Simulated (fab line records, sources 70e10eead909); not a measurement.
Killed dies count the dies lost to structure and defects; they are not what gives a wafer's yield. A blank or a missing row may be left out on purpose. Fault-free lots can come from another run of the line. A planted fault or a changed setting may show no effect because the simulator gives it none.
Which tool is to blame? + flow nandHarc + Sampling: 24 lots, 72 wafers, 6 of 1159 route steps

WHAT THE GAUGES SHOWED, per wafer
Not one reading of a measure or inspect step in the record can be checked against a usual standard deviation.

EACH LOT AND THE TOOL THAT RAN IT (in order: tool; ch and the chambers of the sampled wafers; start)
| lot  | NHARC_A_STAIRCASE_DEP_259       | NHARC_A_STAIRCASE_DESCUM_291      | NHARC_A_STAIRCASE_DEP_301       | NHARC_A_STAIRCASE_HM_OPEN_463                | NHARC_A_STAIRCASE_STRIP_476       | NHARC_A_STAIRCASE_ALD_420       |
|------|---------------------------------|-----------------------------------|---------------------------------|----------------------------------------------|-----------------------------------|---------------------------------|
| L074 | pecvd-04 ch 0,1,2, day 11 12:08 | rieDiel-13 ch 0,3, day 11 12:58   | pecvd-03 ch 0,1, day 11 18:32   | rieDiel-08 ch 1,2, day 11 23:34 or earlier   | rieDiel-08 ch 0,1,2, day 11 23:34 | aldHk-03 ch 1,3, day 12 03:34   |
| L075 | pecvd-04 ch 0,1,2, day 12 06:31 | rieDiel-09 ch 0,2,3, day 12 07:19 | pecvd-04 ch 0,1, day 12 12:35   | rieDiel-09 ch 1,2, day 12 17:58 or earlier   | rieDiel-09 ch 1,2, day 12 17:58   | aldHk-04 ch 2,3, day 12 21:59   |
| L078 | pecvd-01 ch 0,1, day 12 10:47   | rieDiel-09 ch 0,2,3, day 12 11:49 | pecvd-03 ch 0,1,2, day 12 16:19 | rieDiel-09 ch 0,2, day 12 21:38 or earlier   | rieDiel-08 ch 1,2,3, day 12 21:38 | aldHk-01 ch 0,1,3, day 13 01:39 |
| L076 | pecvd-03 ch 0,1,2, day 12 11:02 | rieDiel-08 ch 2,3, day 12 12:02   | pecvd-04 ch 1,2, day 12 17:19   | rieDiel-08 ch 0,1, day 12 22:37 or earlier   | rieDiel-09 ch 0,2, day 12 22:37   | aldHk-03 ch 0,2, day 13 01:41   |
| L077 | pecvd-01 ch 0,1,2, day 12 12:56 | rieDiel-08 ch 1,2,3, day 12 13:44 | pecvd-04 ch 0,1,2, day 12 20:26 | rieDiel-09 ch 0,1,2, day 13 01:26 or earlier | rieDiel-08 ch 1,2,3, day 13 01:26 | aldHk-03 ch 0,3, day 13 05:29   |
| L081 | pecvd-01 ch 1,2, day 12 23:15   | rieDiel-09 ch 0,1,3, day 13 00:14 | pecvd-04 ch 0,1,2, day 13 04:27 | rieDiel-08 ch 1,2,3, day 13 09:20 or earlier | rieDiel-08 ch 0,1, day 13 09:20   | aldHk-03 ch 0,1,3, day 13 13:32 |
| L080 | pecvd-03 ch 0,2, day 13 00:53   | rieDiel-08 ch 0,1,2, day 13 01:51 | pecvd-04 ch 0,1, day 13 08:55   | rieDiel-13 ch 0,1, day 13 13:58 or earlier   | rieDiel-08 ch 1,2, day 13 13:58   | aldHk-04 ch 1,2,3, day 13 17:59 |
| L079 | pecvd-01 ch 0,1,2, day 13 05:07 | rieDiel-09 ch 0,3, day 13 05:57   | pecvd-01 ch 0,2, day 13 17:42   | rieDiel-13 ch 1,2,3, day 13 22:45 or earlier | rieDiel-13 ch 0,2,3, day 13 22:45 | aldHk-04 ch 1,3, day 14 03:02   |
| L082 | pecvd-04 ch 1,2, day 13 08:13   | rieDiel-09 ch 1,2,3, day 13 09:13 | pecvd-04 ch 0,1, day 13 19:16   | rieDiel-13 ch 0,2,3, day 14 00:48 or earlier | rieDiel-13 ch 1,2,3, day 14 00:48 | aldHk-01 ch 0,1, day 14 02:38   |
| L083 | pecvd-01 ch 0,2, day 13 20:58   | rieDiel-09 ch 1,2, day 13 21:52   | pecvd-01 ch 0,1, day 14 02:14   | rieDiel-09 ch 2,3, day 14 07:22 or earlier   | rieDiel-08 ch 0,1, day 14 07:22   | aldHk-04 ch 0,2,3, day 14 11:14 |
| L086 | pecvd-01 ch 0,1,2, day 14 10:19 | rieDiel-08 ch 0,2, day 14 11:17   | pecvd-01 ch 0,1, day 14 15:43   | rieDiel-08 ch 1,2,3, day 14 21:47 or earlier | rieDiel-09 ch 0,2, day 14 21:47   | aldHk-01 ch 0,3, day 15 01:40   |
| L084 | pecvd-04 ch 0,1,2, day 14 10:39 | rieDiel-09 ch 0,2,3, day 14 11:38 | pecvd-04 ch 0,1,2, day 14 15:52 | rieDiel-08 ch 0,1,3, day 14 22:55 or earlier | rieDiel-13 ch 0,1,3, day 14 22:55 | aldHk-04 ch 0,1,2, day 15 01:40 |
| L087 | pecvd-03 ch 0,1,2, day 14 16:22 | rieDiel-08 ch 0,1,2, day 14 17:26 | pecvd-04 ch 0,1,2, day 14 22:52 | rieDiel-13 ch 1,2,3, day 15 03:50 or earlier | rieDiel-08 ch 1,2, day 15 03:50   | aldHk-01 ch 0,3, day 15 08:16   |
| L085 | pecvd-01 ch 0,1, day 15 00:39   | rieDiel-13 ch 1,3, day 15 01:39   | pecvd-03 ch 0,1,2, day 15 05:56 | rieDiel-08 ch 1,2,3, day 15 11:03 or earlier | rieDiel-13 ch 0,1,2, day 15 11:03 | aldHk-03 ch 0,1,3, day 15 15:04 |
| L089 | pecvd-04 ch 1,2, day 15 02:23   | rieDiel-09 ch 1,2,3, day 15 03:26 | pecvd-03 ch 0,1,2, day 15 10:38 | rieDiel-13 ch 0,1,2, day 15 16:01 or earlier | rieDiel-09 ch 1,2, day 15 16:01   | aldHk-01 ch 2,3, day 15 20:05   |
| L088 | pecvd-03 ch 0,1,2, day 15 12:34 | rieDiel-08 ch 0,2, day 15 13:22   | pecvd-01 ch 0,1, day 15 17:36   | rieDiel-08 ch 1,2,3, day 15 22:48 or earlier | rieDiel-08 ch 1,3, day 15 22:48   | aldHk-01 ch 1,3, day 16 04:35   |
| L091 | pecvd-03 ch 0,1,2, day 15 13:46 | rieDiel-09 ch 0,2,3, day 15 14:37 | pecvd-01 ch 0,2, day 15 20:27   | rieDiel-13 ch 1,2, day 16 01:47 or earlier   | rieDiel-13 ch 0,1,3, day 16 01:47 | aldHk-01 ch 0,1,3, day 16 05:59 |
| L090 | pecvd-04 ch 0,1,2, day 15 13:52 | rieDiel-08 ch 1,2,3, day 15 14:45 | pecvd-01 ch 0,1,2, day 15 22:18 | rieDiel-08 ch 0,1,3, day 16 03:23 or earlier | rieDiel-09 ch 0,1,3, day 16 03:23 | aldHk-01 ch 0,2,3, day 16 08:44 |
| L093 | pecvd-03 ch 0,2, day 15 18:39   | rieDiel-09 ch 0,1, day 15 19:37   | pecvd-04 ch 0,1,2, day 16 01:30 | rieDiel-08 ch 1,2,3, day 16 06:27 or earlier | rieDiel-09 ch 0,1, day 16 06:27   | aldHk-01 ch 1,2, day 16 10:37   |
| L092 | pecvd-03 ch 0,1,2, day 15 20:37 | rieDiel-08 ch 0,2,3, day 15 21:35 | pecvd-04 ch 0,1, day 16 03:58   | rieDiel-13 ch 0,2,3, day 16 09:01 or earlier | rieDiel-09 ch 1,2,3, day 16 09:01 | aldHk-01 ch 0,2,3, day 16 11:34 |
| L094 | pecvd-04 ch 0,1,2, day 16 02:08 | rieDiel-13 ch 1,3, day 16 03:07   | pecvd-01 ch 0,2, day 16 08:25   | rieDiel-09 ch 0,1,3, day 16 14:31 or earlier | rieDiel-13 ch 1,3, day 16 14:31   | aldHk-03 ch 0,3, day 16 18:46   |
| L096 | pecvd-04 ch 0,1, day 16 15:50   | rieDiel-08 ch 0,1,2, day 16 16:40 | pecvd-03 ch 1,2, day 16 20:47   | rieDiel-08 ch 1,3, day 17 02:02 or earlier   | rieDiel-08 ch 0,1,3, day 17 02:02 | aldHk-04 ch 1,2,3, day 17 06:20 |
| L095 | pecvd-01 ch 0,1,2, day 16 18:13 | rieDiel-08 ch 0,1, day 16 19:08   | pecvd-01 ch 1,2, day 16 23:31   | rieDiel-08 ch 1,3, day 17 04:42 or earlier   | rieDiel-08 ch 0,3, day 17 04:42   | aldHk-03 ch 0,2, day 17 06:20   |
| L097 | pecvd-04 ch 1,2, day 17 13:25   | rieDiel-09 ch 0,1,2, day 17 14:29 | pecvd-04 ch 0,1,2, day 17 19:58 | rieDiel-08 ch 0,1,2, day 18 00:52 or earlier | rieDiel-13 ch 0,1,3, day 18 00:52 | aldHk-03 ch 0,2,3, day 18 02:40 |
- NHARC_A_STAIRCASE_DEP_259: deposits SiON, target thk 30 nm.
- NHARC_A_STAIRCASE_DESCUM_291: chemistry O2, time 3 s.
- NHARC_A_STAIRCASE_DEP_301: deposits SiON, target thk 30 nm.
- NHARC_A_STAIRCASE_HM_OPEN_463: chemistry O2/COS.
- NHARC_A_STAIRCASE_STRIP_476: strips in O2, time 20 s.
- NHARC_A_STAIRCASE_ALD_420: deposits SiO2, target thk 20 nm, pulse time 6 s, ald cycles 200.

WHAT THE TOOLS THEMSELVES READ (means of the sampled wafers that have a number; where no wafer has one, the mark that the record gives instead)
NHARC_A_STAIRCASE_DEP_259. Usual: heaterPowerW reads 697 W (standard deviation 67).
| lot  | tool     | heaterPowerW (W) | flag |
|------|----------|------------------|------|
| L074 | pecvd-04 | 706              |      |
| L075 | pecvd-04 | 694              |      |
| L078 | pecvd-01 | 772              |      |
| L076 | pecvd-03 | 673              |      |
| L077 | pecvd-01 | 715              |      |
| L081 | pecvd-01 | 714              |      |
| L080 | pecvd-03 | 638              |      |
| L079 | pecvd-01 | 716              |      |
| L082 | pecvd-04 | 706              |      |
| L083 | pecvd-01 | 721              |      |
| L086 | pecvd-01 | 709              |      |
| L084 | pecvd-04 | 727              |      |
| L087 | pecvd-03 | 664              |      |
| L085 | pecvd-01 | 791              |      |
| L089 | pecvd-04 | 681              |      |
| L088 | pecvd-03 | 696              |      |
| L091 | pecvd-03 | 689              |      |
| L090 | pecvd-04 | 732              |      |
| L093 | pecvd-03 | 706              |      |
| L092 | pecvd-03 | 642              |      |
| L094 | pecvd-04 | 657              |      |
| L096 | pecvd-04 | 699              |      |
| L095 | pecvd-01 | 715              |      |
| L097 | pecvd-04 | 652              |      |

NHARC_A_STAIRCASE_DESCUM_291. Usual: drypumpMotorCurrentA 6.0 A, standard deviation 0.51; mfcArSccm 0.009 sccm, standard deviation 0.012; oesProductAu 0.995 a.u., standard deviation 0.011; rfVppV 57.7 V, standard deviation 0.88; showerheadPlenumPTorr 1.89 Torr, standard deviation 0.066; throttleValvePct 11.311 %, standard deviation 0.0084.
| lot  | tool       | drypumpMotorCurrentA (A) | mfcArSccm (sccm) | oesProductAu (a.u.) | rfVppV (V) | showerheadPlenumPTorr (Torr) | throttleValvePct (%) | flag |
|------|------------|--------------------------|------------------|---------------------|------------|------------------------------|----------------------|------|
| L074 | rieDiel-13 | 5.6                      | 0.026            | 1.000               | 57.5       | 1.92                         | 11.318               |      |
| L075 | rieDiel-09 | 5.5                      | 0.003            | 0.999               | 57.0       | 1.92                         | 11.312               |      |
| L078 | rieDiel-09 | 5.4                      | 0.003            | 0.988               | 57.9       | 1.91                         | 11.309               |      |
| L076 | rieDiel-08 | 6.3                      | 0.016            | 0.993               | 57.9       | 1.88                         | 11.305               |      |
| L077 | rieDiel-08 | 6.4                      | 0.013            | 0.995               | 57.5       | 1.86                         | 11.317               |      |
| L081 | rieDiel-09 | 5.9                      | 0.003            | 0.992               | 58.3       | 1.88                         | 11.317               |      |
| L080 | rieDiel-08 | 6.1                      | 0.017            | 1.001               | 57.9       | 1.86                         | 11.315               |      |
| L079 | rieDiel-09 | 5.5                      | 0.005            | 0.989               | 57.1       | 1.90                         | 11.307               |      |
| L082 | rieDiel-09 | 5.8                      | 0.003            | 0.994               | 57.7       | 1.95                         | 11.316               |      |
| L083 | rieDiel-09 | 5.9                      | 0.000            | 1.000               | 56.9       | 1.95                         | 11.313               |      |
| L086 | rieDiel-08 | 6.1                      | 0.027            | 0.978               | 57.5       | 1.88                         | 11.305               |      |
| L084 | rieDiel-09 | 5.5                      | 0.003            | 0.998               | 57.8       | 1.91                         | 11.309               |      |
| L087 | rieDiel-08 | 6.1                      | 0.017            | 0.996               | 57.5       | 1.86                         | 11.303               |      |
| L085 | rieDiel-13 | 5.5                      | 0.030            | 1.004               | 58.0       | 1.94                         | 11.315               |      |
| L089 | rieDiel-09 | 5.8                      | 0.003            | 0.998               | 57.6       | 1.95                         | 11.317               |      |
| L088 | rieDiel-08 | 5.9                      | 0.024            | 0.990               | 58.1       | 1.88                         | 11.315               |      |
| L091 | rieDiel-09 | 5.5                      | 0.003            | 0.995               | 58.2       | 1.91                         | 11.307               |      |
| L090 | rieDiel-08 | 6.3                      | 0.013            | 0.998               | 57.5       | 1.85                         | 11.305               |      |
| L093 | rieDiel-09 | 6.4                      | 0.000            | 0.978               | 57.6       | 1.85                         | 11.314               |      |
| L092 | rieDiel-08 | 6.1                      | 0.020            | 0.987               | 57.5       | 1.88                         | 11.318               |      |
| L094 | rieDiel-13 | 5.5                      | 0.030            | 1.003               | 58.9       | 1.94                         | 11.318               |      |
| L096 | rieDiel-08 | 6.1                      | 0.017            | 1.003               | 57.2       | 1.86                         | 11.310               |      |
| L095 | rieDiel-08 | 5.9                      | 0.013            | 0.995               | 57.5       | 1.86                         | 11.316               |      |
| L097 | rieDiel-09 | 5.9                      | 0.000            | 0.992               | 57.6       | 1.88                         | 11.310               |      |

NHARC_A_STAIRCASE_DEP_301. Usual: heaterPowerW reads 707 W (standard deviation 77).
| lot  | tool     | heaterPowerW (W) | flag |
|------|----------|------------------|------|
| L074 | pecvd-03 | 735              |      |
| L075 | pecvd-04 | 682              |      |
| L078 | pecvd-03 | 656              |      |
| L076 | pecvd-04 | 705              |      |
| L077 | pecvd-04 | 673              |      |
| L081 | pecvd-04 | 697              |      |
| L080 | pecvd-04 | 694              |      |
| L079 | pecvd-01 | 696              |      |
| L082 | pecvd-04 | 722              |      |
| L083 | pecvd-01 | 794              |      |
| L086 | pecvd-01 | 760              |      |
| L084 | pecvd-04 | 729              |      |
| L087 | pecvd-04 | 681              |      |
| L085 | pecvd-03 | 705              |      |
| L089 | pecvd-03 | 666              |      |
| L088 | pecvd-01 | 817              |      |
| L091 | pecvd-01 | 644              |      |
| L090 | pecvd-01 | 750              |      |
| L093 | pecvd-04 | 698              |      |
| L092 | pecvd-04 | 692              |      |
| L094 | pecvd-01 | 654              |      |
| L096 | pecvd-03 | 718              |      |
| L095 | pecvd-01 | 605              |      |
| L097 | pecvd-04 | 686              |      |

NHARC_A_STAIRCASE_HM_OPEN_463. Usual: drypumpMotorCurrentA 6.0 A, standard deviation 0.43; mfcArSccm 0.012 sccm, standard deviation 0.013; oesProductAu 0.996 a.u., standard deviation 0.01; rfVppV 466.5 V, standard deviation 2.3; showerheadPlenumPTorr 3.08 Torr, standard deviation 0.11; throttleValvePct 28.329 %, standard deviation 0.0093.
| lot  | tool       | drypumpMotorCurrentA (A) | mfcArSccm (sccm) | oesProductAu (a.u.) | rfVppV (V) | showerheadPlenumPTorr (Torr) | throttleValvePct (%) | flag |
|------|------------|--------------------------|------------------|---------------------|------------|------------------------------|----------------------|------|
| L074 | rieDiel-08 | 6.4                      | 0.010            | 0.995               | 464.8      | 3.02                         | 28.330               |      |
| L075 | rieDiel-09 | 5.9                      | 0.000            | 1.006               | 469.0      | 3.20                         | 28.335               |      |
| L078 | rieDiel-09 | 5.5                      | 0.000            | 0.993               | 467.9      | 3.14                         | 28.336               |      |
| L076 | rieDiel-08 | 6.0                      | 0.013            | 0.987               | 466.2      | 3.05                         | 28.329               |      |
| L077 | rieDiel-09 | 6.0                      | 0.000            | 0.983               | 465.6      | 3.09                         | 28.333               |      |
| L081 | rieDiel-08 | 6.4                      | 0.013            | 0.993               | 465.0      | 3.04                         | 28.334               |      |
| L080 | rieDiel-13 | 5.8                      | 0.007            | 0.990               | 469.7      | 3.29                         | 28.329               |      |
| L079 | rieDiel-13 | 5.8                      | 0.017            | 1.007               | 468.0      | 3.14                         | 28.341               |      |
| L082 | rieDiel-13 | 5.9                      | 0.013            | 1.007               | 466.4      | 3.09                         | 28.322               |      |
| L083 | rieDiel-09 | 5.3                      | 0.005            | 1.000               | 468.9      | 3.20                         | 28.336               |      |
| L086 | rieDiel-08 | 6.4                      | 0.013            | 0.990               | 465.5      | 3.03                         | 28.332               |      |
| L084 | rieDiel-08 | 6.2                      | 0.010            | 0.998               | 464.9      | 3.03                         | 28.334               |      |
| L087 | rieDiel-13 | 5.8                      | 0.017            | 1.006               | 468.1      | 3.13                         | 28.332               |      |
| L085 | rieDiel-08 | 6.4                      | 0.013            | 0.993               | 465.3      | 3.03                         | 28.323               |      |
| L089 | rieDiel-13 | 6.0                      | 0.004            | 1.000               | 469.2      | 3.16                         | 28.337               |      |
| L088 | rieDiel-08 | 6.4                      | 0.013            | 0.992               | 465.4      | 3.03                         | 28.333               |      |
| L091 | rieDiel-13 | 5.9                      | 0.007            | 1.006               | 469.2      | 3.21                         | 28.321               |      |
| L090 | rieDiel-08 | 6.2                      | 0.010            | 0.994               | 465.2      | 3.03                         | 28.330               |      |
| L093 | rieDiel-08 | 6.4                      | 0.013            | 0.991               | 465.2      | 3.03                         | 28.325               |      |
| L092 | rieDiel-13 | 5.9                      | 0.013            | 1.011               | 465.4      | 3.08                         | 28.329               |      |
| L094 | rieDiel-09 | 6.0                      | 0.003            | 0.993               | 465.6      | 3.06                         | 28.329               |      |
| L096 | rieDiel-08 | 6.4                      | 0.003            | 1.000               | 464.8      | 2.99                         | 28.336               |      |
| L095 | rieDiel-08 | 6.4                      | 0.006            | 0.997               | 464.8      | 3.02                         | 28.326               |      |
| L097 | rieDiel-08 | 6.2                      | 0.017            | 0.992               | 464.5      | 3.03                         | 28.327               |      |

NHARC_A_STAIRCASE_STRIP_476. Usual: drypumpMotorCurrentA 6.0 A, standard deviation 0.46; mfcArSccm 0.011 sccm, standard deviation 0.013; oesProductAu 0.997 a.u., standard deviation 0.01; rfVppV 57.7 V, standard deviation 0.85; showerheadPlenumPTorr 3.49 Torr, standard deviation 0.12; throttleValvePct 17.036 %, standard deviation 0.0095.
| lot  | tool       | drypumpMotorCurrentA (A) | mfcArSccm (sccm) | oesProductAu (a.u.) | rfVppV (V) | showerheadPlenumPTorr (Torr) | throttleValvePct (%) | flag |
|------|------------|--------------------------|------------------|---------------------|------------|------------------------------|----------------------|------|
| L074 | rieDiel-08 | 6.1                      | 0.017            | 0.994               | 57.8       | 3.45                         | 17.034               |      |
| L075 | rieDiel-09 | 6.3                      | 0.000            | 0.992               | 57.7       | 3.56                         | 17.039               |      |
| L078 | rieDiel-08 | 6.4                      | 0.013            | 0.994               | 57.8       | 3.43                         | 17.041               |      |
| L076 | rieDiel-09 | 5.6                      | 0.000            | 0.988               | 57.6       | 3.43                         | 17.030               |      |
| L077 | rieDiel-08 | 6.4                      | 0.013            | 0.984               | 58.1       | 3.43                         | 17.043               |      |
| L081 | rieDiel-08 | 6.2                      | 0.007            | 0.994               | 57.1       | 3.40                         | 17.029               |      |
| L080 | rieDiel-08 | 6.3                      | 0.021            | 0.992               | 57.7       | 3.44                         | 17.032               |      |
| L079 | rieDiel-13 | 5.9                      | 0.013            | 1.003               | 57.4       | 3.49                         | 17.034               |      |
| L082 | rieDiel-13 | 5.8                      | 0.017            | 1.011               | 57.2       | 3.55                         | 17.041               |      |
| L083 | rieDiel-08 | 6.2                      | 0.007            | 0.997               | 57.3       | 3.40                         | 17.024               |      |
| L086 | rieDiel-09 | 5.5                      | 0.000            | 0.996               | 58.1       | 3.53                         | 17.033               |      |
| L084 | rieDiel-13 | 5.7                      | 0.017            | 1.009               | 58.4       | 3.62                         | 17.038               |      |
| L087 | rieDiel-08 | 6.4                      | 0.010            | 0.998               | 57.3       | 3.39                         | 17.038               |      |
| L085 | rieDiel-13 | 6.0                      | 0.004            | 0.996               | 58.1       | 3.57                         | 17.028               |      |
| L089 | rieDiel-09 | 6.3                      | 0.000            | 0.993               | 57.6       | 3.54                         | 17.028               |      |
| L088 | rieDiel-08 | 6.4                      | 0.006            | 0.991               | 57.3       | 3.42                         | 17.041               |      |
| L091 | rieDiel-13 | 5.7                      | 0.017            | 1.004               | 57.5       | 3.61                         | 17.040               |      |
| L090 | rieDiel-09 | 6.0                      | 0.003            | 0.992               | 57.3       | 3.46                         | 17.035               |      |
| L093 | rieDiel-09 | 6.4                      | 0.000            | 0.992               | 58.1       | 3.43                         | 17.037               |      |
| L092 | rieDiel-09 | 5.8                      | 0.003            | 1.003               | 57.9       | 3.58                         | 17.033               |      |
| L094 | rieDiel-13 | 5.5                      | 0.030            | 1.009               | 58.7       | 3.58                         | 17.046               |      |
| L096 | rieDiel-08 | 6.1                      | 0.010            | 0.998               | 56.9       | 3.42                         | 17.036               |      |
| L095 | rieDiel-08 | 5.9                      | 0.016            | 0.989               | 57.6       | 3.46                         | 17.035               |      |
| L097 | rieDiel-13 | 5.7                      | 0.017            | 1.002               | 58.1       | 3.60                         | 17.040               |      |

NHARC_A_STAIRCASE_ALD_420. Usual: heaterPowerW 447 W, standard deviation 40; precursorPulseHeightRel 1.002, standard deviation 0.021.
| lot  | tool     | heaterPowerW (W) | precursorPulseHeightRel | flag |
|------|----------|------------------|-------------------------|------|
| L074 | aldHk-03 | 429              | 1.009                   |      |
| L075 | aldHk-04 | 497              | 1.010                   |      |
| L078 | aldHk-01 | 438              | 0.991                   |      |
| L076 | aldHk-03 | 454              | 0.993                   |      |
| L077 | aldHk-03 | 503              | 1.020                   |      |
| L081 | aldHk-03 | 463              | 0.991                   |      |
| L080 | aldHk-04 | 465              | 1.005                   |      |
| L079 | aldHk-04 | 443              | 0.986                   |      |
| L082 | aldHk-01 | 438              | 1.019                   |      |
| L083 | aldHk-04 | 497              | 1.003                   |      |
| L086 | aldHk-01 | 448              | 0.996                   |      |
| L084 | aldHk-04 | 488              | 1.003                   |      |
| L087 | aldHk-01 | 438              | 0.987                   |      |
| L085 | aldHk-03 | 436              | 1.018                   |      |
| L089 | aldHk-01 | 440              | 1.005                   |      |
| L088 | aldHk-01 | 428              | 0.988                   |      |
| L091 | aldHk-01 | 430              | 1.009                   |      |
| L090 | aldHk-01 | 431              | 1.003                   |      |
| L093 | aldHk-01 | 416              | 1.009                   |      |
| L092 | aldHk-01 | 433              | 1.022                   |      |
| L094 | aldHk-03 | 448              | 1.014                   |      |
| L096 | aldHk-04 | 467              | 1.011                   |      |
| L095 | aldHk-03 | 456              | 1.006                   |      |
| L097 | aldHk-03 | 458              | 0.994                   |      |

THE ANSWER, worked out from the rows above alone
Rule: lot off if the mean of its wafers having a number is beyond 3 standard deviations from the usual mean. Also off: a lot with no number at a reading for which 4 or more lots have one. Any other lot the step has rows for is counted as sound. Order of review: gauges by route order, followed by the tools' own readings, for which a lot's mean as printed above is used. At the first step where some lot is off, the reading lying furthest off is the one used; lots without a number count as furthest.
Across all readings shown, no lot is off: no conclusion can be drawn from this.

WHAT THE SIMULATOR HAD INSERTED
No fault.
